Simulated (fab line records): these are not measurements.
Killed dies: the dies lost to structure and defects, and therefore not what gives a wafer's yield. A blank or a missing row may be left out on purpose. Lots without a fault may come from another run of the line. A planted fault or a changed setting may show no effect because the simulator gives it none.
Matching of chambers	flow nand_harc	cmp-04 running NHARC_A_SGD_CUT_CMP_21: 4 sister chambers
The step polishes, target thk 148.19 nm. 4 wafers are shown with their chamber, then 7 later ones without.

## WAFERS PAIRED WITH THEIR CHAMBERS
wafer	chamber	motor_current_A (A)
L088.2	1	11.7
L088.3	3	12.0
L092.1	0	9.0
L092.4	2	13.5

## WAFERS MISSING THEIR CHAMBER
wafer	motor_current_A (A)
L092.5	11.7
L093.2	9.1
L093.4	11.2
L093.5	9.6
L094.2	12.3
L094.4	12.9
L094.5	11.8

## THE CHAMBER EACH PASSED THROUGH
wafer	from the rows above	in truth
L092.5	can't be placed: 1 or 3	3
L093.2	0	0
L093.4	can't be placed: 1 or 3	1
L093.5	0	0
L094.2	can't be placed: 3 or 1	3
L094.4	can't be placed: 2 or 3 or 1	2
L094.5	can't be placed: 1 or 3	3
Correct placement for 2 of the 7. Unplaceable from these rows: 5, with the true chamber sitting among the candidates in 5. Number placed wrongly: 0.
How it was worked out, from the rows above alone: a wafer's distance from a chamber is the root of the sum, over the readings, of the square of ((its reading less the chamber's mean) divided by the reading's scatter). If the next closest chamber is less than 2 further off than the closest, the wafer can't be placed; otherwise it belongs to the closest. A chamber's mean is the mean of its shown wafers. The scatter (one wafer shown for each chamber): square how far every hidden wafer sits from the nearest shown wafer, average those squares and take the square root.
